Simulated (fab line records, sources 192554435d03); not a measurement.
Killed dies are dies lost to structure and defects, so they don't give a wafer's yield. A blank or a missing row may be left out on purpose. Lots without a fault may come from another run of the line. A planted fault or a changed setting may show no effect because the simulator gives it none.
fab line records | flow n5_finfet
record lots=9 wafers=27 last_day=18
route steps=1938 shown BEOL_M4@1111 BEOL_M5@1162 PASSIVATION@1936
lots that met no fault: from a run of the same line without faults
start_h: hours from the record's first day to the start of the lot's first wafer shown | wait_h: hours since the lot's step before | " the same as in the row above | L1.1+2: a row that stands for several wafers | - no value, or no start given | * or withheld: withheld | < > ~ a bound
route shown NAME@n: a module of which the file shows steps, and the number in the route of the first | usual: mean/standard deviation of fault-free wafers | same: alike in all rows | chamber/n: place in a boat | sites: the reading at each site | _std_site: their standard deviation | _edge_site: outer sites' mean less inner sites' | radius_mm: how far each site lies from the wafer's centre | mask NAME#n: copy n | behind: the tool/chamber that last shaped the wafer | hold: why the lot was held/for how many hours/how that ended | device: the transistor (n, p or np) that didn't switch | end of line: the same wafers' tests at the end of the route | a step without rows: its recipe alone | killed: dies lost to structure and defects at the first sort, not the wafer's yield | map: a wafer's dies, x killed, . not, _ none there
set.NAME: the setting as run; set.NAME@STEP: as run at that earlier step | model.NAME: the simulator's own value behind a step, which no gauge read
steps of the route over a sample of lots; a table a step, a row a wafer
services: from which hour (start_h, from the record's first day; less than 0 if before it) a tool's chamber was out of use, for how many hours, and why
## steps
# step N5_BEOL_M4_RC_MEAS_101
# usual DIBL_N=35.9/1.4 DIBL_P=35.9/1.7 IOFF_N=0.160/0.026 IOFF_P=0.21/0.036 ION_N=672/11 ION_P=461/8.1 SS_N=71.4/0.54 SS_P=73.2/0.67 VT_N=249.3/2.7 VT_P=-250/3.9
# columns lot.wafer tool chamber start_h wait_h DIBL_N[mV/V] DIBL_P[mV/V] IOFF_N[nA/um] IOFF_P[nA/um] ION_N[uA/um] ION_P[uA/um] SS_N[mV/dec] SS_P[mV/dec] VT_N[mV] VT_P[mV]
L621.1 prober-02 0 196.80 0.0 36.3 36.2 0.161 0.22 674 462 71.1 74.1 249.6 -247
L621.2 " 0 " " 38.0 39.1 0.208 0.28 682 465 72.0 73.7 246.3 -248
L621.4 " 0 " " 36.7 35.7 0.169 0.21 674 454 71.8 73.2 250.4 -247
L623.1 prober-01 0 206.52 0.0 37.4 35.6 0.178 0.20 674 456 71.8 73.3 247.8 -255
L623.3 " 0 " " 37.1 36.0 0.178 0.21 686 458 71.6 73.6 249.2 -253
L623.5 " 0 " " 35.0 33.4 0.136 0.16 664 448 71.7 72.4 253.0 -255
L635.4 prober-02 0 261.40 0.5 37.7 38.0 0.194 0.29 690 478 71.5 73.4 245.4 -244
L635.5 " 0 " " 38.6 38.5 0.223 0.30 675 467 71.7 74.1 243.9 -244
L635.6 " 0 " " 36.4 36.7 0.178 0.26 681 474 71.2 72.9 244.9 -244
L634.1 prober-01 0 265.84 0.0 36.9 35.9 0.178 0.21 678 461 72.2 73.9 247.4 -249
L634.2 " 0 " " 35.4 34.5 0.158 0.20 664 453 72.0 72.6 249.4 -252
L634.6 " 0 " " 35.4 34.0 0.147 0.18 662 445 71.9 73.1 252.3 -254
L636.1 prober-01 0 276.40 0.0 37.8 38.4 0.207 0.23 679 458 72.8 73.4 246.9 -248
L636.2 " 0 " " 34.7 34.8 0.137 0.18 658 456 71.4 72.3 250.4 -252
L636.4 " 0 " " 37.3 38.4 0.178 0.23 672 459 72.2 74.3 245.6 -248
L637.1 prober-01 0 288.39 0.0 35.5 35.9 0.162 0.25 663 465 72.1 72.7 249.5 -243
L637.3 " 0 " " 37.5 38.4 0.193 0.28 680 472 72.4 74.2 248.3 -244
L637.4 " 0 " " 35.4 35.7 0.156 0.24 667 462 71.2 72.8 249.9 -248
L639.2 prober-02 0 291.75 0.2 40.2 39.1 0.228 0.27 677 468 72.5 74.4 246.0 -248
L639.4 " 0 " " 35.4 34.9 0.132 0.19 672 462 70.7 72.5 252.0 -254
L639.5 " 0 " " 37.4 37.0 0.165 0.22 682 465 71.2 73.3 247.7 -249
L638.1 prober-02 0 309.35 0.0 36.1 34.4 0.142 0.15 664 450 70.9 72.8 249.5 -258
L638.3 " 0 " " 37.1 36.0 0.142 0.17 643 441 71.9 73.1 253.3 -254
L638.6 " 0 " " 37.0 36.6 0.158 0.18 674 450 71.8 73.2 248.2 -255
L640.1 prober-01 0 309.69 0.0 36.2 37.0 0.186 0.23 670 458 72.1 73.9 245.1 -248
L640.4 " 0 " " 35.4 37.1 0.171 0.22 690 465 71.6 74.4 248.0 -250
L640.5 " 0 " " 34.2 34.5 0.136 0.18 660 451 71.1 72.8 251.7 -253
# step N5_BEOL_M5_STRIP_91
# recipe chemistry=N2/H2 time_s=10 power_w=450 temp_c=40 pressure_mtorr=20 rf_frequency_hz=6e+07 bias_power_w=7 n2_flow_sccm=200 h2_flow_sccm=200
# usual drypump_motor_current_A=5.9/0.52 oes_product_au=0.79/0.082 rf_vpp_V=59.2/0.86 showerhead_plenum_p_Torr=2.57/0.085 throttle_valve_pct=23.58/0.24
# columns lot.wafer tool chamber start_h wait_h drypump_motor_current_A oes_product_au rf_hours_counter_h rf_vpp_V showerhead_plenum_p_Torr throttle_valve_pct
L621.1 rie_diel-02 2 - - 6.6 0.91 30 60.5 2.60 23.55
L621.2 " 3 " " 6.6 0.92 35 59.6 2.71 23.49
L621.4 " 1 " " 5.4 0.84 70 59.3 2.57 23.29
L623.1 rie_diel-03 0 - - 5.9 0.74 171 58.3 2.53 23.70
L623.3 " 3 " " 5.6 0.86 44 60.0 2.69 23.47
L623.5 " 1 " " 6.0 0.74 - 59.4 2.41 23.65
L635.4 rie_diel-02 2 - - 6.6 0.86 - 59.4 2.59 23.58
L635.5 " 0 " " 5.1 0.68 - 57.6 2.50 24.10
L635.6 " 3 " " 6.6 0.87 - 60.6 2.70 23.50
L634.1 rie_diel-04 3 - - 5.8 0.94 22 58.6 2.61 23.17
L634.2 " 0 " " 5.6 0.70 211 59.2 2.49 23.80
L634.6 " 1 " " 6.3 0.72 - 60.0 2.62 23.27
L636.1 rie_diel-03 2 - - 5.0 0.78 132 60.4 2.53 23.58
L636.2 " 3 " " 5.7 0.84 64 59.0 2.68 23.50
L636.4 " 0 " " 5.9 0.74 191 59.9 2.53 23.72
L637.1 rie_diel-04 3 - - 5.7 0.93 30 59.3 2.61 23.17
L637.3 " 1 " " 6.3 0.71 224 58.9 2.62 23.28
L637.4 " 0 " " 5.6 0.69 218 59.2 2.49 23.81
L639.2 rie_diel-04 2 - - 5.7 0.70 190 60.4 2.61 23.79
L639.4 " 1 " " 6.3 0.71 226 58.4 2.62 23.28
L639.5 " 2 " " 5.7 0.70 - 59.4 2.61 23.77
L638.1 rie_diel-03 0 - - 5.9 0.73 202 58.8 2.52 23.75
L638.3 " 1 " " 6.0 0.72 211 57.6 2.40 23.67
L638.6 " 2 " " 5.0 0.76 - 59.3 2.53 23.57
L640.1 rie_diel-02 0 - - 5.1 0.68 243 60.6 2.49 24.11
L640.4 " 1 " " 5.4 0.79 108 58.7 2.56 23.34
L640.5 " 0 " " 5.1 0.67 - 59.2 2.49 24.11
# step N5_BEOL_M5_PRE_CLEAN_45
# recipe gas=H2/He time_s=30 temp_c=250
# usual heater_power_w=318/28
# columns lot.wafer tool chamber start_h wait_h heater_power_w
L621.1 pvd_sputter-03 - 202.74 0.0 309
L621.2 " - " " 333
L621.4 " - " " 318
L623.1 pvd_sputter-03 - 212.06 0.0 326
L623.3 " - " " 301
L623.5 " - " " 324
L635.4 pvd_sputter-02 - 267.97 0.0 322
L635.5 " - " " 266
L635.6 " - " " 396
L634.1 pvd_sputter-03 - 271.67 0.0 342
L634.2 " - " " 301
L634.6 " - " " 308
L636.1 pvd_sputter-01 - 282.81 0.0 308
L636.2 " - " " 311
L636.4 " - " " 324
L637.1 pvd_sputter-03 - 295.03 0.0 321
L637.3 " - " " 340
L637.4 " - " " 311
L639.2 pvd_sputter-03 - 298.69 0.0 295
L639.4 " - " " 331
L639.5 " - " " 309
L638.1 pvd_sputter-03 - 315.40 0.0 318
L638.3 " - " " 308
L638.6 " - " " 328
L640.1 pvd_sputter-01 - 317.49 0.0 321
L640.4 " - " " 338
L640.5 " - " " 292
# step N5_BEOL_M5_CVD_47
# recipe material=Co target_thk_a=30 temp_c=withheld precursor=CCTBA/H2 pressure_torr=30 time_s=216
# usual chamber_pressure_Torr=29.99/0.06 run_length_s=239.3/0.61
# columns lot.wafer tool chamber start_h wait_h chamber_pressure_Torr run_length_s
L621.1 cvd_co-02 0 203.44 0.1 29.93 240.6
L621.2 " 1 " " 29.96 239.8
L621.4 " 2 " " 30.04 238.8
L623.1 cvd_co-01 2 212.52 0.0 30.00 238.9
L623.3 " 0 " " 30.05 238.2
L623.5 " 2 " " 30.05 238.8
L635.4 cvd_co-02 2 268.44 0.1 - -
L635.5 " 1 " " - -
L635.6 " 0 " " - -
L634.1 cvd_co-02 2 272.15 0.1 - -
L634.2 " 0 " " - -
L634.6 " 1 " " - -
L636.1 cvd_co-02 1 283.32 0.0 - -
L636.2 " 0 " " - -
L636.4 " 2 " " - -
L637.1 cvd_co-02 2 295.47 0.0 29.94 239.0
L637.3 " 0 " " 30.00 240.4
L637.4 " 0 " " 30.03 240.2
L639.2 cvd_co-02 2 299.23 0.0 29.95 239.3
L639.4 " 1 " " 30.06 239.5
L639.5 " 0 " " 29.99 240.0
L638.1 cvd_co-02 2 315.84 0.1 29.98 239.5
L638.3 " 2 " " 29.87 239.2
L638.6 " 2 " " 29.97 238.6
L640.1 cvd_co-01 1 317.85 0.0 29.96 238.8
L640.4 " 2 " " 29.98 239.1
L640.5 " 1 " " 30.09 239.2
# step N5_BEOL_M5_SPUTTER_81
# recipe material=Cu target_thk_a=150 temp_c=-20 chamber_pressure_pa=0.07 power_w=withheld time_s=27.62
# usual substrate_temp_c=-20.01/0.11 throttle_valve_pct=29.9/1.3
# columns lot.wafer tool chamber start_h wait_h substrate_temp_c throttle_valve_pct
L621.1 pvd_sputter-01 - 204.77 0.5 -20.13 30.6
L621.2 " - " " -19.97 29.7
L621.4 " - " " -19.97 29.2
L623.1 pvd_sputter-03 - 213.81 0.5 -20.02 27.8
L623.3 " - " " -20.21 30.9
L623.5 " - " " -20.08 30.8
L635.4 pvd_sputter-02 - 269.76 0.5 -20.02 30.6
L635.5 " - " " -20.04 28.6
L635.6 " - " " -19.87 32.6
L634.1 pvd_sputter-01 - 273.47 0.5 -20.10 30.1
L634.2 " - " " -19.98 29.8
L634.6 " - " " -19.98 29.5
L636.1 pvd_sputter-01 - 284.56 0.5 -19.92 29.2
L636.2 " - " " -19.86 29.8
L636.4 " - " " -20.03 30.0
L637.1 pvd_sputter-02 - 296.80 0.5 -19.92 28.6
L637.3 " - " " -20.22 31.1
L637.4 " - " " -20.00 32.6
L639.2 pvd_sputter-03 - 300.61 0.5 -20.15 27.8
L639.4 " - " " -19.86 28.4
L639.5 " - " " -20.11 31.9
L638.1 pvd_sputter-03 - 317.15 0.5 -20.05 28.6
L638.3 " - " " -19.98 27.8
L638.6 " - " " -20.11 28.6
L640.1 pvd_sputter-01 - 319.32 0.5 -20.01 29.6
L640.4 " - " " -19.92 29.4
L640.5 " - " " -19.99 30.5
# step N5_BEOL_M5_CMP_52
# recipe stop_on=SiCOH_lowk t_overpolish_s=6.9 down_force_psi=1 platen_rpm=50 clearing_platen_down_force_psi=1.5 clearing_platen_rpm=50 post_cmp_clean=cu_alkaline target_thk_nm=62 clearing_platen_pad_velocity_m_s=0.99484 pad_velocity_m_s=0.99484
# usual barrier_field_endpoint_s=24.9/0.6 head_pressure_psi=0.9999/0.0021 motor_current_A=6.1/0.72 slurry_flow_ml_min=150.0/0.48
# columns lot.wafer tool chamber start_h wait_h barrier_field_endpoint_s head_pressure_psi motor_current_A slurry_flow_ml_min
L621.4 cmp-02 2 208.71 0.2 25.0 0.9973 7.0 149.5
L621.2 " 3 " " 24.7 1.0015 5.6 149.3
L621.1 " 0 " " 23.8 0.9995 7.1 150.0
L623.3 cmp-02 3 217.60 0.2 23.9 1.0001 5.4 150.1
L623.1 " 1 " " 24.8 0.9986 5.8 150.2
L623.5 " 2 " " 25.3 1.0013 7.0 150.7
L635.4 cmp-01 3 273.52 0.1 21.2 1.0004 5.7 149.2
L635.6 " 3 " " 20.7 1.0009 5.4 150.4
L635.5 " 0 " " 20.8 1.0008 6.3 149.5
L634.1 cmp-04 3 277.50 0.3 21.3 1.0039 4.9 149.0
L634.2 " 0 " " 21.1 0.9966 5.0 150.4
L634.6 " 0 " " 21.4 0.9992 5.1 150.3
L636.4 cmp-04 0 288.37 0.1 21.2 0.9972 5.2 149.2
L636.2 " 1 " " 20.5 0.9986 6.6 150.6
L636.1 " 3 " " 21.4 0.9993 5.2 149.6
L637.4 cmp-02 3 300.57 0.1 24.5 1.0011 5.9 150.4
L637.3 " 0 " " 25.0 1.0010 7.3 150.1
L637.1 " 2 " " 25.4 1.0006 7.1 149.2
L639.2 cmp-04 1 304.37 0.2 24.5 0.9991 6.9 150.9
L639.4 " 3 " " 25.8 0.9989 5.0 149.9
L639.5 " 2 " " 25.3 0.9992 6.8 149.8
L638.1 cmp-01 0 320.95 0.3 24.9 0.9988 6.4 149.4
L638.3 " 2 " " 23.5 0.9971 5.9 150.0
L638.6 " 0 " " 25.3 1.0024 6.3 150.1
L640.1 cmp-02 0 323.68 0.3 23.6 1.0021 7.5 150.0
L640.4 " 1 " " 24.3 1.0034 5.8 151.0
L640.5 " 3 " " 24.2 0.9997 5.8 150.2
# step N5_PASSIVATION_PROBE_49
# usual defect_limited_yield=90.9/1.5 killed_at_M0_to_M3=35/10 killed_at_M4_up=14/5.2 killed_at_contacts=13/7.3 killed_at_front_end=42/12 killed_at_other=3.4/2.5 killed_dies=108/18 killed_on_rim=14/4.2 killed_open=70/13 killed_short=35/8 sort_bin_5_function=5.4/1 sort_bin_6_memory=3.4/0.71 sort_n_pass=1072/18 sort_yield_pct=90.9/1.5
# same gross_dies=1180 killed_at_back_side=0 sort_bin_4_leakage[%]=0 sort_bin_8_speed[%]=0
# columns lot.wafer tool chamber start_h wait_h defect_limited_yield[%] killed_at_M0_to_M3 killed_at_M4_up killed_at_contacts killed_at_front_end killed_at_other killed_dies killed_on_rim killed_open killed_short sort_bin_5_function[%] sort_bin_6_memory[%] sort_n_pass sort_yield_pct[%]
L635.4 prober-02 - 367.17 0.2 0 29 1096 17 38 0 1180 152 58 33 90.3 9.6 0 0
L635.5 prober-02 - 367.22 0.2 0 50 1098 3 29 0 1180 152 54 40 88.6 11.0 0 0
L635.6 prober-02 - 367.27 0.3 0 27 1108 7 35 3 1180 152 65 23 90.2 9.7 0 0
L634.1 prober-02 - 376.57 0.0 0 42 1086 11 35 6 1180 152 79 40 88.3 11.1 0 0
L634.2 prober-02 - 376.62 0.1 0 35 1096 17 29 3 1180 152 71 26 88.6 11.0 0 0
L634.6 prober-02 - 376.82 0.3 0 47 1089 12 30 2 1180 152 64 40 88.6 10.8 0 0
L636.1 prober-02 - 381.99 0.0 0 25 1100 9 42 4 1180 152 68 22 89.8 9.8 0 0
L636.2 prober-02 - 382.04 0.1 0 32 1109 13 25 1 1180 152 55 23 91.2 8.7 0 0
L636.4 prober-02 - 382.14 0.2 0 25 1112 9 34 0 1180 152 56 30 89.6 10.3 0 0
# killed by level:class
L635.4 BEOL_M5:area_cvd=851 BEOL_M5:interface_void_opened=238 FIN_SAQP:geometric_particle:open=14 MOL_CONTACT_COAG:geometric_particle:open=13 BEOL_M0_SAQP:geometric_particle:short=8 BEOL_M0_SAQP:geometric_particle:open=8 FIN_SAQP:geometric_particle:short=5 BEOL_M2:geometric_particle:short=5
L635.5 BEOL_M5:area_cvd=834 BEOL_M5:interface_void_opened=251 BEOL_M0_SAQP:geometric_particle:open=13 BEOL_M0_SAQP:geometric_particle:short=11 FIN_SAQP:geometric_particle:short=8 BEOL_M2:geometric_particle:open=8 BEOL_M0:geometric_particle:open=6 FIN_SAQP:geometric_particle:open=4
L635.6 BEOL_M5:area_cvd=855 BEOL_M5:interface_void_opened=237 FIN_SAQP:geometric_particle:open=13 BEOL_M2:geometric_particle:open=7 BEOL_M0:geometric_particle:open=6 BEOL_M4:geometric_particle:open=6 STARTING-WAFER:geometric_particle:open=6 FIN_SAQP:geometric_particle:short=5
L634.1 BEOL_M5:area_cvd=803 BEOL_M5:interface_void_opened=258 BEOL_M4:geometric_particle:open=22 BEOL_M0_SAQP:geometric_particle:short=11 BEOL_M1:geometric_particle:open=9 BEOL_M0_SAQP:geometric_particle:open=8 MOL_CONTACT_COAG:geometric_particle:open=7 STI_FIN_REVEAL:geometric_particle:open=7
L634.2 BEOL_M5:area_cvd=835 BEOL_M5:interface_void_opened=248 MOL_CONTACT_COAG:geometric_particle:open=12 BEOL_M4:geometric_particle:open=11 BEOL_M0_SAQP:geometric_particle:open=9 BEOL_M1:geometric_particle:open=8 FIN_SAQP:geometric_particle:open=7 BEOL_M0_SAQP:geometric_particle:short=6
L634.6 BEOL_M5:area_cvd=830 BEOL_M5:interface_void_opened=245 BEOL_M0_SAQP:geometric_particle:short=12 BEOL_M0_SAQP:geometric_particle:open=12 MOL_CONTACT_COAG:geometric_particle:open=9 BEOL_M2:geometric_particle:open=8 FIN_SAQP:geometric_particle:open=7 BEOL_M1:geometric_particle:open=6
L636.1 BEOL_M5:area_cvd=854 BEOL_M5:interface_void_opened=236 FIN_SAQP:geometric_particle:open=10 MOL_CONTACT_COAG:geometric_particle:open=9 STI_FIN_REVEAL:geometric_particle:open=7 BEOL_M1:geometric_particle:open=7 GATE_CUT:geometric_particle:short=6 DUMMY_GATE:geometric_particle:open=5
L636.2 BEOL_M5:area_cvd=866 BEOL_M5:interface_void_opened=235 MOL_CONTACT_COAG:geometric_particle:open=10 BEOL_M2:geometric_particle:open=8 BEOL_M3:geometric_particle:open=7 FIN_SAQP:geometric_particle:short=5 GATE_CUT:geometric_particle:open=5 BEOL_M0:geometric_particle:open=5
L636.4 BEOL_M5:area_cvd=861 BEOL_M5:interface_void_opened=232 MOL_CONTACT_COAG:geometric_particle:open=8 GATE_CUT:geometric_particle:short=6 BEOL_M5:geometric_particle:open=6 STI_FIN_REVEAL:geometric_particle:open=5 DUMMY_GATE:geometric_particle:open=5 FIN_SAQP:geometric_particle:short=4
## services
# columns tool chamber start_h hours kind
rie_diel-04 3 179.20 - clean
cvd_co-02 - 179.76 2.8 pm
cmp-04 - 182.52 2.2 repair
rie_diel-02 3 190.09 4.6 repair
cmp-04 - 190.31 1.1 repair
cmp-01 - 197.77 4.0 pm
cmp-04 - 212.95 18.4 pm
cvd_co-02 - 215.16 6.9 pm
cvd_co-01 0 215.84 2.9 repair
cvd_co-02 - 228.18 3.4 repair
rie_diel-03 0 236.50 2.5 repair
cmp-02 - 251.11 4.0 pm
cmp-02 - 255.11 - consumable_replace:conditioner
cmp-02 - 255.11 - consumable_replace:pad
cmp-01 - 256.07 10.5 repair
rie_diel-04 1 264.02 3.2 repair
cmp-04 - 265.44 5.6 pm
rie_diel-02 1 266.25 1.6 repair
pvd_sputter-01 - 297.03 20.4 repair
rie_diel-04 - 301.12 28.1 pm
cvd_co-02 1 301.85 14.9 repair
cmp-04 - 302.21 1.7 repair
cmp-02 - 303.99 1.4 repair
rie_diel-02 0 307.62 3.9 repair
## key
first_sign step=N5_BEOL_M5_CVD_47 reading=tool_record direction=missing
effect step=N5_BEOL_M5_CMP_52 reading=barrier_field_endpoint_s direction=down sigmas=6.4 usual=24.9 struck=21.0
effect step=N5_PASSIVATION_PROBE_49 reading=killed_at_M4_up direction=up sigmas=99+ usual=14 struck=1099
more_kills_born_at N5_BEOL_M5_CVD_47@cvd_co-02=7588
met_at N5_BEOL_M5_CVD_47
struck_lots L634,L635,L636
later_rows_left_out L634.1,L634.2,L634.6,L635.4,L635.5,L635.6,L636.1,L636.2,L636.4
not_acting_at N5_BEOL_M5_STRIP_91,N5_BEOL_M5_PRE_CLEAN_45,N5_BEOL_M5_SPUTTER_81
onset_between 203.44 268.44
fault kind=skipped_step_whole tool=cvd_co-02 chamber=- onset_h=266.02 steps=N5_BEOL_M5_CVD_47 scope=struck_lots_only
# later_rows_left_out: the simulator's readings of these wafers behind a module that went badly wrong aren't trusted and aren't shown, but for the sort
